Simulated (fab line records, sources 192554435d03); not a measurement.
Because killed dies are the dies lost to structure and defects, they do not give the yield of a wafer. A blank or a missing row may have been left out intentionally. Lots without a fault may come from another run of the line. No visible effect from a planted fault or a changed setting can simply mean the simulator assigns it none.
fab line records -- flow n5Finfet
record lots=10, wafers=30, lastDay=17
route steps=1938 shown BEOL_M12@1612 PASSIVATION@1936
lots untouched by any fault: they come from a run of this same line in which no faults occurred
startH: start of the lot's first displayed wafer, in hours after the record's first day -- waitH: hours from the lot's prior step to this one -- " unchanged from the row above -- L1.1+2: a row that stands for several wafers -- - no value present, or no start provided -- * or withheld: withheld -- < > ~ a bound
route shown NAME@n: NAME is a module with steps in the file, n the number in the route of the first one -- usual: mean/standard deviation of fault-free wafers -- same: alike in all rows -- chamber/n: place in a boat -- sites: the reading at each site -- _std_site: the standard deviation of these -- _edge_site: outer sites' mean less inner sites' -- radiusMm: for every site, how far away it sits from the centre of the wafer -- mask NAME#n: copy n -- behind: tool/chamber where the wafer was last shaped -- hold: cause of the lot's hold/its duration in hours/its outcome -- device: names the non-switching transistor (n, p or np) -- end of line: the route-end tests of the same wafers -- a step given without rows: its recipe and nothing more -- killed: the dies lost at the first sort to structure and to defects; this is not the yield of the wafer -- map: per-die view of a wafer (x killed, . not killed, _ where there is no die)
set.NAME: setting as actually run; set.NAME@STEP: the setting as run at that earlier step -- model.NAME: the simulator's own value behind a step, which no gauge read
route steps across a sampled set of lots; one table per step, one row per wafer
services: the hour from which a tool's chamber was out of use, counted from the record's first day as startH (under 0 if before that day), plus the number of hours and why
## steps
# step N5_BEOL_M12_CD_MEAS_10
# recipe targetCdNm=140, landingEnergyEv=500, detector=seInlens, polarity=opening
# usual cdNm=139.5/1.5
lot.wafer,tool,chamber,startH,waitH,cdNm
L675.3,cdSem-03,0,245.12,-,140.0
L675.5,cdSem-03,0,245.12,-,139.8
L675.6,cdSem-03,0,245.12,-,140.0
L680.2,cdSem-01,0,259.54,-,140.7
L680.3,cdSem-01,0,259.54,-,140.6
L680.6,cdSem-01,0,259.54,-,137.8
L685.2,cdSem-03,0,305.05,-,139.6
L685.5,cdSem-03,0,305.05,-,140.5
L685.6,cdSem-03,0,305.05,-,141.1
L689.4,cdSem-01,0,314.62,-,138.1
L689.5,cdSem-01,0,314.62,-,142.2
L689.6,cdSem-01,0,314.62,-,139.3
L688.2,cdSem-03,0,315.31,-,139.5
L688.3,cdSem-03,0,315.31,-,140.5
L688.6,cdSem-03,0,315.31,-,140.1
L690.1,cdSem-03,0,322.70,-,139.7
L690.3,cdSem-03,0,322.70,-,137.9
L690.4,cdSem-03,0,322.70,-,139.9
L687.2,cdSem-01,0,323.05,-,139.2
L687.4,cdSem-01,0,323.05,-,141.8
L687.5,cdSem-01,0,323.05,-,138.1
L691.1,cdSem-02,0,324.42,-,140.1
L691.2,cdSem-02,0,324.42,-,137.9
L691.6,cdSem-02,0,324.42,-,141.6
L697.2,cdSem-02,0,360.51,-,140.1
L697.5,cdSem-02,0,360.51,-,139.1
L697.6,cdSem-02,0,360.51,-,140.5
L698.4,cdSem-02,0,369.67,-,140.1
L698.5,cdSem-02,0,369.67,-,138.5
L698.6,cdSem-02,0,369.67,-,139.5
# step N5_BEOL_M12_OVL_MEAS_11
# recipe pointsPerWafer=44
# usual V11_OVL=3/5
lot.wafer,tool,chamber,startH,waitH,V11_OVL[nm]
L675.3,overlay-02,0,245.14,0.0,1
L675.5,overlay-02,0,245.14,0.0,4
L675.6,overlay-02,0,245.14,0.0,6
L680.2,overlay-01,0,259.57,0.0,3
L680.3,overlay-01,0,259.57,0.0,11
L680.6,overlay-01,0,259.57,0.0,6
L685.2,overlay-01,0,305.08,0.0,0
L685.5,overlay-01,0,305.08,0.0,3
L685.6,overlay-01,0,305.08,0.0,1
L689.4,overlay-01,0,314.64,0.0,4
L689.5,overlay-01,0,314.64,0.0,2
L689.6,overlay-01,0,314.64,0.0,4
L688.2,overlay-01,0,315.33,0.0,3
L688.3,overlay-01,0,315.33,0.0,-1
L688.6,overlay-01,0,315.33,0.0,12
L690.1,overlay-02,0,322.73,0.0,6
L690.3,overlay-02,0,322.73,0.0,0
L690.4,overlay-02,0,322.73,0.0,-5
L687.2,overlay-02,0,323.08,0.0,12
L687.4,overlay-02,0,323.08,0.0,8
L687.5,overlay-02,0,323.08,0.0,11
L691.1,overlay-01,0,324.45,0.0,9
L691.2,overlay-01,0,324.45,0.0,-8
L691.6,overlay-01,0,324.45,0.0,0
L697.2,overlay-02,0,360.54,0.0,2
L697.5,overlay-02,0,360.54,0.0,1
L697.6,overlay-02,0,360.54,0.0,5
L698.4,overlay-02,0,369.70,0.0,0
L698.5,overlay-02,0,369.70,0.0,7
L698.6,overlay-02,0,369.70,0.0,6
# step N5_BEOL_M12_VIA_ETCH_16
# recipe chemistry=C4F8/O2/Ar, target=SiOC, pressureMtorr=30, sourceW=3000, biasW=700, Ar_flow_sccm=400, C4F8_flow_sccm=15, O2_flow_sccm=8, heInnerTorr=15, heOuterTorr=30, targetDepthA=7248, timeS=withheld, ionEnergyEv=250, ends=cleared
# usual drypumpMotorCurrentA=5.9/0.49, heOuterTorr=29.99/0.059, oesProductAu=0.70/0.07, rfFwdPowerW=2991/8.9, rfVppV=666/3.2, showerheadPlenumPTorr=3.43/0.12, throttleValvePct=24.10/0.22
lot.wafer,tool,chamber,startH,waitH,drypumpMotorCurrentA,heOuterTorr,oesProductAu,rfFwdPowerW,rfVppV,showerheadPlenumPTorr,throttleValvePct
L675.3,rieDiel-05,1,245.40,0.0,6.2,30.01,0.85,3002,663,3.35,23.94
L675.5,rieDiel-05,3,245.40,0.0,5.4,29.89,0.64,3009,665,3.38,24.35
L675.6,rieDiel-05,0,245.40,0.0,5.2,29.89,0.63,2985,669,3.50,24.26
L680.2,rieDiel-03,3,259.71,0.0,6.3,30.00,0.68,2984,661,3.28,24.09
L680.3,rieDiel-03,1,259.71,0.0,5.7,30.03,0.69,2994,669,3.58,23.90
L680.6,rieDiel-03,2,259.71,0.0,6.6,29.91,0.62,3008,668,3.50,24.55
L685.2,rieDiel-01,2,305.22,0.0,5.4,29.92,0.69,2988,669,3.58,24.01
L685.5,rieDiel-01,3,305.22,0.0,5.1,30.01,0.68,2986,668,3.56,23.92
L685.6,rieDiel-01,2,305.22,0.0,5.4,29.88,0.70,2988,672,3.58,24.02
L689.4,rieDiel-05,0,314.79,0.0,5.2,29.92,0.84,2984,667,3.49,23.94
L689.5,rieDiel-05,2,314.79,0.0,6.3,30.05,0.62,2996,663,3.38,24.40
L689.6,rieDiel-05,3,314.79,0.0,5.4,29.93,0.63,2985,664,3.37,24.37
L688.2,rieDiel-03,0,315.48,0.0,6.3,30.00,0.75,2989,663,3.32,24.10
L688.3,rieDiel-03,1,315.48,0.0,5.7,29.91,0.68,2975,668,3.56,23.94
L688.6,rieDiel-03,1,315.48,0.0,5.6,29.90,0.68,2986,670,3.56,23.92
L690.1,rieDiel-05,2,323.19,0.0,6.3,30.02,0.60,2989,664,3.38,24.40
L690.3,rieDiel-05,0,323.19,0.0,5.2,30.04,0.82,2978,667,3.49,23.95
L690.4,rieDiel-05,3,323.19,0.0,5.4,30.05,0.62,2978,665,3.37,24.38
L687.2,rieDiel-05,1,323.50,0.0,6.2,29.96,0.79,2996,666,3.33,23.98
L687.4,rieDiel-05,3,323.50,0.0,5.4,30.00,0.62,2975,664,3.37,24.38
L687.5,rieDiel-05,2,323.50,0.0,6.3,30.01,0.61,3001,665,3.38,24.42
L691.1,rieDiel-03,1,324.60,0.0,5.7,29.96,0.67,2995,668,3.56,23.93
L691.2,rieDiel-03,0,324.60,0.0,6.3,30.03,0.74,2992,662,3.32,24.11
L691.6,rieDiel-03,0,324.60,0.0,6.3,30.06,0.74,2984,663,3.32,24.12
L697.2,rieDiel-03,1,361.12,0.0,5.7,30.02,0.66,3004,668,3.55,23.95
L697.5,rieDiel-03,0,361.12,0.0,6.3,29.93,0.73,2995,662,3.31,24.13
L697.6,rieDiel-03,1,361.12,0.0,5.6,30.04,0.66,2991,668,3.55,23.94
L698.4,rieDiel-03,2,369.84,0.0,6.6,29.89,0.84,2997,668,3.49,24.22
L698.5,rieDiel-03,1,369.84,0.0,5.7,29.95,0.66,3005,668,3.55,23.95
L698.6,rieDiel-03,2,369.84,0.0,6.6,30.03,0.85,2995,669,3.49,24.23
# step N5_BEOL_M12_INSPECT_30
# recipe mode=adi, inspectInstrument=macro
# usual rawDefectCount=2.1/1.4
lot.wafer,tool,chamber,startH,waitH,rawDefectCount
L675.3,defectInspect-02,-,246.19,0.0,2
L675.5,defectInspect-02,-,246.19,0.0,2
L675.6,defectInspect-02,-,246.19,0.0,3
L680.2,defectInspect-01,-,260.62,0.0,1
L680.3,defectInspect-01,-,260.62,0.0,1
L680.6,defectInspect-01,-,260.62,0.0,1
L685.2,defectInspect-01,-,306.01,0.0,2
L685.5,defectInspect-01,-,306.01,0.0,2
L685.6,defectInspect-01,-,306.01,0.0,1
L689.4,defectInspect-01,-,315.70,0.0,4
L689.5,defectInspect-01,-,315.70,0.0,2
L689.6,defectInspect-01,-,315.70,0.0,2
L688.2,defectInspect-01,-,316.27,0.0,2
L688.3,defectInspect-01,-,316.27,0.0,0
L688.6,defectInspect-01,-,316.27,0.0,1
L690.1,defectInspect-01,-,323.98,0.0,>300
L690.3,defectInspect-01,-,323.98,0.0,>300
L690.4,defectInspect-01,-,323.98,0.0,>300
L687.2,defectInspect-01,-,324.33,0.0,>300
L687.4,defectInspect-01,-,324.33,0.0,>300
L687.5,defectInspect-01,-,324.33,0.0,>300
L691.1,defectInspect-02,-,325.52,0.0,2
L691.2,defectInspect-02,-,325.52,0.0,3
L691.6,defectInspect-02,-,325.52,0.0,2
L697.2,defectInspect-01,-,362.04,0.0,0
L697.5,defectInspect-01,-,362.04,0.0,1
L697.6,defectInspect-01,-,362.04,0.0,3
L698.4,defectInspect-01,-,370.76,0.0,2
L698.5,defectInspect-01,-,370.76,0.0,3
L698.6,defectInspect-01,-,370.76,0.0,1
# step N5_BEOL_M12_ETCH_38
# recipe chemistry=CF4/N2, target=SiCN, targetDepthA=687, taperDeg=2, timeS=73.4, ionEnergyEv=150, maskMaterial=SiO2, pressureMtorr=40, sourceW=430, biasW=70, Ar_flow_sccm=100, cf4FlowSccm=60, n2FlowSccm=60
# usual drypumpMotorCurrentA=6.0/0.43, oesProductAu=0.78/0.08, rfFwdPowerW=428.2/1.4, rfVppV=382.2/2, showerheadPlenumPTorr=2.20/0.077, throttleValvePct=15.38/0.2
# same timeS=73.4
lot.wafer,tool,chamber,startH,waitH,drypumpMotorCurrentA,oesProductAu,rfFwdPowerW,rfHoursCounterH,rfVppV,showerheadPlenumPTorr,throttleValvePct
L675.3,rieDiel-03,1,251.94,-,5.7,0.77,430.5,126,386.2,2.31,15.17
L675.5,rieDiel-03,3,251.94,-,6.3,0.76,427.9,-,382.2,2.12,15.38
L675.6,rieDiel-03,0,251.94,-,6.3,0.87,427.8,-,379.0,2.15,15.31
L680.2,rieDiel-01,1,262.62,-,6.1,0.68,426.5,225,378.9,2.10,15.42
L680.3,rieDiel-01,0,262.62,-,5.5,0.90,428.2,24,384.3,2.25,14.88
L680.6,rieDiel-01,2,262.62,-,5.4,0.78,428.0,-,385.1,2.32,15.23
L685.2,rieDiel-01,0,306.95,-,5.5,0.88,423.8,41,383.7,2.25,14.93
L685.5,rieDiel-01,3,306.95,-,5.1,0.75,429.1,-,385.1,2.31,15.22
L685.6,rieDiel-01,2,306.95,-,5.4,0.78,429.6,-,384.2,2.31,15.26
L689.4,rieDiel-03,3,318.06,-,6.3,0.74,428.5,-,380.6,2.11,15.43
L689.5,rieDiel-03,0,318.06,-,6.3,0.83,427.9,-,381.6,2.15,15.36
L689.6,rieDiel-03,1,318.06,-,5.6,0.74,427.0,-,384.2,2.30,15.21
L688.2,rieDiel-03,3,318.23,-,6.3,0.74,428.5,176,380.5,2.11,15.43
L688.3,rieDiel-03,1,318.23,-,5.7,0.75,429.7,150,384.1,2.30,15.23
L688.6,rieDiel-03,1,318.23,-,5.7,0.75,429.0,-,384.5,2.30,15.20
L690.1,rieDiel-03,0,326.28,-,6.3,0.83,429.0,79,381.8,2.14,15.35
L690.3,rieDiel-03,1,326.28,-,5.7,0.75,428.6,154,383.9,2.30,15.24
L690.4,rieDiel-03,0,326.28,-,6.3,0.82,426.5,-,381.8,2.14,15.36
L687.2,rieDiel-03,1,326.45,-,5.6,0.74,427.1,154,384.6,2.30,15.22
L687.4,rieDiel-03,1,326.45,-,5.7,0.74,426.5,-,384.4,2.30,15.20
L687.5,rieDiel-03,0,326.45,-,6.3,0.83,428.8,-,380.4,2.14,15.37
L691.1,rieDiel-05,1,326.83,-,6.1,0.87,425.1,40,380.9,2.16,15.21
L691.2,rieDiel-05,3,326.83,-,5.3,0.68,430.9,245,380.4,2.18,15.72
L691.6,rieDiel-05,2,326.83,-,6.3,0.67,427.7,-,380.9,2.18,15.75
L697.2,rieDiel-03,2,370.03,-,6.6,0.93,428.6,9,383.8,2.26,15.38
L697.5,rieDiel-03,2,370.03,-,6.6,0.93,425.9,-,383.2,2.26,15.38
L697.6,rieDiel-03,3,370.03,-,6.3,0.73,426.6,-,379.7,2.10,15.48
L698.4,rieDiel-03,3,373.79,-,6.3,0.73,426.9,198,380.4,2.10,15.49
L698.5,rieDiel-03,0,373.79,-,6.3,0.81,427.9,-,381.4,2.14,15.41
L698.6,rieDiel-03,1,373.79,-,5.7,0.73,426.3,-,385.8,2.29,15.23
# step N5_PASSIVATION_PROBE_49
# usual defectLimitedYield=91.0/1.5, killed_at_M0_to_M3=36/12, killed_at_M4_up=14/5.5, killedAtContacts=11/4.8, killedAtFrontEnd=42/12, killedAtOther=3.7/2.7, killedDies=106/18, killedOpen=70/13, killedShort=35/8.2, sort_bin_5_function=5.3/1, sort_bin_6_memory=3.3/0.69, sort_bin_8_speed=0.00/0.007, sortNPass=1074/18, sortYieldPct=91.0/1.5
# same grossDies=1180, killedAtBackSide=0, sort_bin_4_leakage[%]=0
lot.wafer,tool,chamber,startH,waitH,defectLimitedYield[%],killed_at_M0_to_M3,killed_at_M4_up,killedAtContacts,killedAtFrontEnd,killedAtOther,killedDies,killedOpen,killedShort,sort_bin_5_function[%],sort_bin_6_memory[%],sort_bin_8_speed[%],sortNPass,sortYieldPct[%]
L685.5,prober-01,-,340.01,0.2,91.1,54,11,3,35,2,105,61,44,4.7,3.9,0,1075,91.1
L689.4,prober-01,-,348.74,0.2,88.3,60,14,8,53,3,138,80,56,7.5,3.5,0,1042,88.3
L689.5,prober-01,-,348.79,0.3,90.2,60,15,12,29,0,116,71,42,6.7,2.9,0,1064,90.2
L689.6,prober-01,-,348.84,0.3,91.4,45,7,14,34,2,102,64,37,5.8,2.5,0,1078,91.4
L688.2,prober-01,-,355.95,0.1,91.0,27,7,13,57,2,106,73,30,5.5,3.1,0,1074,91.0
L688.3,prober-01,-,356.00,0.1,90.9,43,9,10,40,5,107,72,34,5.6,3.0,0,1073,90.9
L687.2,prober-01,-,361.68,0.1,82.1,35,146,8,19,3,211,56,20,11.4,3.8,0,969,82.1
L687.4,prober-01,-,361.78,0.2,84.8,31,93,26,28,1,179,69,26,9.6,3.2,0.08,1001,84.8
L687.5,prober-01,-,361.83,0.2,81.4,42,148,7,22,1,220,61,23,12.3,3.2,0,960,81.4
L690.1,prober-01,-,363.64,0.0,78.9,35,165,7,41,1,249,59,43,13.5,5.0,0,931,78.9
L690.3,prober-01,-,363.74,0.1,81.2,35,142,4,37,4,222,63,32,11.4,5.0,0,958,81.2
L690.4,prober-01,-,363.79,0.2,86.8,13,96,4,42,1,156,50,26,8.2,3.1,0,1024,86.8
# killed by level:class
L685.5 BEOL_M0_SAQP:geometricParticle:short=23 BEOL_M0_SAQP:geometricParticle:open=14 FIN_SAQP:geometricParticle:open=13 STI_FIN_REVEAL:geometricParticle:open=6 BEOL_M3:geometricParticle:open=6 BEOL_M2:geometricParticle:short=5 DUMMY_GATE:geometricParticle:open=4 FIN_SAQP:geometricParticle:short=3
L689.4 BEOL_M0_SAQP:geometricParticle:short=14 BEOL_M1:geometricParticle:open=12 FIN_SAQP:geometricParticle:short=10 STI_FIN_REVEAL:geometricParticle:open=10 BEOL_M0_SAQP:geometricParticle:open=10 MOL_CONTACT_COAG:geometricParticle:open=7 BEOL_M1:geometricParticle:short=7 FIN_SAQP:geometricParticle:open=6
L689.5 BEOL_M1:geometricParticle:open=13 BEOL_M2:geometricParticle:open=13 BEOL_M1:geometricParticle:short=9 MOL_CONTACT_COAG:geometricParticle:open=8 BEOL_M0_SAQP:geometricParticle:short=8 BEOL_M0_SAQP:geometricParticle:open=8 STI_FIN_REVEAL:geometricParticle:open=7 BEOL_M4:geometricParticle:open=5
L689.6 MOL_CONTACT_COAG:geometricParticle:open=11 BEOL_M2:geometricParticle:open=11 FIN_SAQP:geometricParticle:short=8 BEOL_M0_SAQP:geometricParticle:open=8 BEOL_M0_SAQP:geometricParticle:short=8 STI_FIN_REVEAL:geometricParticle:open=6 BEOL_M2:geometricParticle:short=6 BEOL_M3:geometricParticle:open=6
L688.2 DUMMY_GATE:geometricParticle:open=18 MOL_CONTACT_COAG:geometricParticle:open=10 STI_FIN_REVEAL:geometricParticle:open=9 FIN_SAQP:geometricParticle:open=7 STARTING-WAFER:geometricParticle:short=7 BEOL_M2:geometricParticle:open=6 BEOL_M0_SAQP:geometricParticle:short=5 BEOL_M0_SAQP:geometricParticle:open=5
L688.3 STI_FIN_REVEAL:geometricParticle:open=12 BEOL_M2:geometricParticle:open=9 BEOL_M0_SAQP:geometricParticle:open=8 FIN_SAQP:geometricParticle:open=6 MOL_CONTACT_COAG:geometricParticle:open=6 BEOL_M0_SAQP:geometricParticle:short=6 BEOL_M1:geometricParticle:open=6 DUMMY_GATE:geometricParticle:open=4
L687.2 BEOL_M12:unspecified=134 BEOL_M3:geometricParticle:open=20 BEOL_M4:geometricParticle:open=7 MOL_CONTACT_COAG:geometricParticle:open=5 STARTING-WAFER:geometricParticle:open=5 FIN_SAQP:geometricParticle:open=3 DUMMY_GATE:geometricParticle:open=3 MOL_CONTACT_COAG:geometricParticle:short=3
L687.4 BEOL_M12:unspecified=80 MOL_CONTACT_COAG:geometricParticle:open=20 BEOL_M3:geometricParticle:open=10 BEOL_M1:geometricParticle:open=7 BEOL_M4:geometricParticle:open=7 MOL_CONTACT_COAG:geometricParticle:short=6 FIN_SAQP:geometricParticle:short=5 BEOL_M0_SAQP:geometricParticle:open=5
L687.5 BEOL_M12:unspecified=136 BEOL_M1:geometricParticle:open=10 BEOL_M0_SAQP:geometricParticle:short=8 STI_FIN_REVEAL:geometricParticle:open=7 BEOL_M0_SAQP:geometricParticle:open=7 BEOL_M3:geometricParticle:open=7 BEOL_M2:geometricParticle:open=6 MOL_CONTACT_COAG:geometricParticle:open=5
L690.1 BEOL_M12:unspecified=142 FIN_SAQP:geometricParticle:short=14 BEOL_M4:geometricParticle:open=10 BEOL_M0_SAQP:geometricParticle:short=10 GATE_CUT:geometricParticle:short=7 BEOL_M2:geometricParticle:open=7 MOL_CONTACT_COAG:geometricParticle:open=6 BEOL_M0_SAQP:geometricParticle:open=6
L690.3 BEOL_M12:unspecified=124 BEOL_M0_SAQP:geometricParticle:short=10 BEOL_M2:geometricParticle:open=9 FIN_SAQP:geometricParticle:short=8 BEOL_M4:geometricParticle:open=7 FIN_SAQP:geometricParticle:open=6 FIN_CUT:geometricParticle:open=4 GATE_CUT:geometricParticle:open=4
L690.4 BEOL_M12:unspecified=76 BEOL_M4:geometricParticle:open=8 FIN_SAQP:geometricParticle:open=7 GATE_CUT:geometricParticle:short=6 GATE_CUT:geometricParticle:open=6 FIN_SAQP:geometricParticle:short=5 DUMMY_GATE:geometricParticle:open=5 MOL_CONTACT_COAG:geometricParticle:open=4
## services
tool,chamber,startH,hours,kind
rieDiel-01,0,225.59,5.0,repair
rieDiel-01,1,246.01,6.7,repair
rieDiel-05,0,261.01,-,clean
rieDiel-05,0,261.01,-,consumableReplace:focusRing
rieDiel-05,0,261.01,24.8,scheduledDown
rieDiel-05,0,261.01,24.8,ventCycle
rieDiel-01,1,300.08,2.1,repair
rieDiel-03,-,306.71,2.8,pm
rieDiel-03,2,315.09,11.2,repair
rieDiel-03,2,326.38,-,clean
rieDiel-03,2,326.38,-,consumableReplace:focusRing
rieDiel-03,2,326.38,17.9,scheduledDown
rieDiel-03,2,326.38,17.9,ventCycle
rieDiel-05,3,331.50,3.1,repair
rieDiel-05,2,334.65,-,clean
rieDiel-05,2,334.65,-,consumableReplace:focusRing
rieDiel-05,2,334.65,20.5,scheduledDown
rieDiel-05,2,334.65,20.5,ventCycle
rieDiel-01,1,337.69,-,clean
rieDiel-01,0,338.64,8.2,repair
rieDiel-05,3,355.31,-,clean
rieDiel-05,3,355.31,-,consumableReplace:focusRing
rieDiel-05,3,355.31,16.4,scheduledDown
rieDiel-05,3,355.31,16.4,ventCycle
## key
firstSign step=N5_BEOL_M12_INSPECT_30, reading=rawDefectCount, direction=up, sigmas=99+, usual=2.1, struck=>300
effect step=N5_PASSIVATION_PROBE_49, reading=killed_at_M4_up, direction=up, sigmas=21, usual=14, struck=132
moreKillsBornAt N5_BEOL_M12_VIA_ETCH_16@rieDiel-05=692
metAt N5_BEOL_M12_VIA_ETCH_16
struckLots L687,L690
notActingAt N5_BEOL_M12_CD_MEAS_10,N5_BEOL_M12_OVL_MEAS_11,N5_BEOL_M12_ETCH_38
fault kind=chamberParticleSource, tool=rieDiel-05, chamber=-, onsetH=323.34, steps=N5_BEOL_M12_VIA_ETCH_16, ratePerVisitCm2=1.0154, endH=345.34
